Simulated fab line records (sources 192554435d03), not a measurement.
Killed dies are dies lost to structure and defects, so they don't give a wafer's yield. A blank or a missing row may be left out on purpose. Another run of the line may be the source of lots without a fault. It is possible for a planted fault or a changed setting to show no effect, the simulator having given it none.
One fault through the eyes of 2 desks	flow n5_finfet	numbers are kept per desk, each desk with only its own; the story behind them comes last

== FROM THE METROLOGY DESK ==
What the gauges read for every lot (on any tool): the sampled wafers with a number, averaged. If a lot's mean is further than 4 standard deviations from the usual mean, the lot is out of limits and carries the mark OUT (the distance appears in the brackets). Only the readings that lie furthest out on some lot appear, 7 of the 11 it has.
Columns: A = trench_depth_nm at N5_BEOL_M2_OCD_MEAS_38, usual 55.5 nm; B = DIBL_N at N5_BEOL_M4_RC_MEAS_101, usual 36.3 mV/V; C = DIBL_P at N5_BEOL_M4_RC_MEAS_101, usual 36.6 mV/V; D = IOFF_P at N5_BEOL_M4_RC_MEAS_101, usual 0.23 nA/um; E = ION_N at N5_BEOL_M4_RC_MEAS_101, usual 682 uA/um; F = ION_P at N5_BEOL_M4_RC_MEAS_101, usual 468 uA/um; G = VT_P at N5_BEOL_M4_RC_MEAS_101, usual -248.9 mV
lot	first seen here	A	B	C	D	E	F	G
L425	day 7 11:07	55.1	35.7	36.8	0.20	675	459	-251.7
L428	day 7 16:17	55.6	33.4	35.1	0.20	681	468	-249.7
L429	day 7 21:09	54.6	37.4	39.3	0.23	681	471	-251.2
L431	day 8 06:07	56.2	35.0	35.0	0.21	676	470	-249.4
L438	day 10 09:23	54.0	35.4	33.4	0.23	682	474	-246.4
L442	day 12 08:31	53.8	38.1	37.2	0.22	700	473	-251.2
L444	day 12 12:24	55.8	37.4	36.1	0.26	695	482	-245.4
L447	day 13 23:06	56.1	38.4	37.9	0.24	686	461	-249.5
L446	day 14 01:42	53.6	35.8	36.6	0.23	699	475	-249.2
L448	day 14 09:06	54.5	34.5	34.2	0.18	673	461	-249.6
This desk's finding: nothing out of limits on any of the 10 lots.

== DESK OF THE TOOL OWNER: pvd_sputter-02 ==
The tool's own readings at N5_BEOL_M2_SPUTTER_79 (material Cu, target thk 4.5 nm, time 8.29 s): means of the sampled wafers that have a number, for each lot that ran on this tool. If a lot's mean is further than 4 standard deviations from the usual mean, the lot is out of limits and carries the mark OUT (the distance appears in the brackets).
Columns: A = chamber_pressure_pa at N5_BEOL_M2_SPUTTER_79, usual 0.07001 Pa; B = chuck_gas_flow_sccm at N5_BEOL_M2_SPUTTER_79, usual 1.27 sccm; C = throttle_valve_pct at N5_BEOL_M2_SPUTTER_79, usual 29.5 %
lot	first seen here	A	B	C
L425	day 7 12:16	0.07004	1.24	29.8
L438	day 10 11:59	0.07012	1.26	29.0
L442	day 12 10:17	0.06987	1.29	30.0
L447	day 14 00:12	0.07005	1.29	30.1
L446	day 14 02:52	0.07012	1.31	29.8
This desk's finding: nothing out of limits on any of the 5 lots.

== BROUGHT TOGETHER ==
Nothing out of limits was seen by the metrology desk.
The tool owner's desk saw nothing out of limits.

== WHAT THE SIMULATOR PUT IN ==
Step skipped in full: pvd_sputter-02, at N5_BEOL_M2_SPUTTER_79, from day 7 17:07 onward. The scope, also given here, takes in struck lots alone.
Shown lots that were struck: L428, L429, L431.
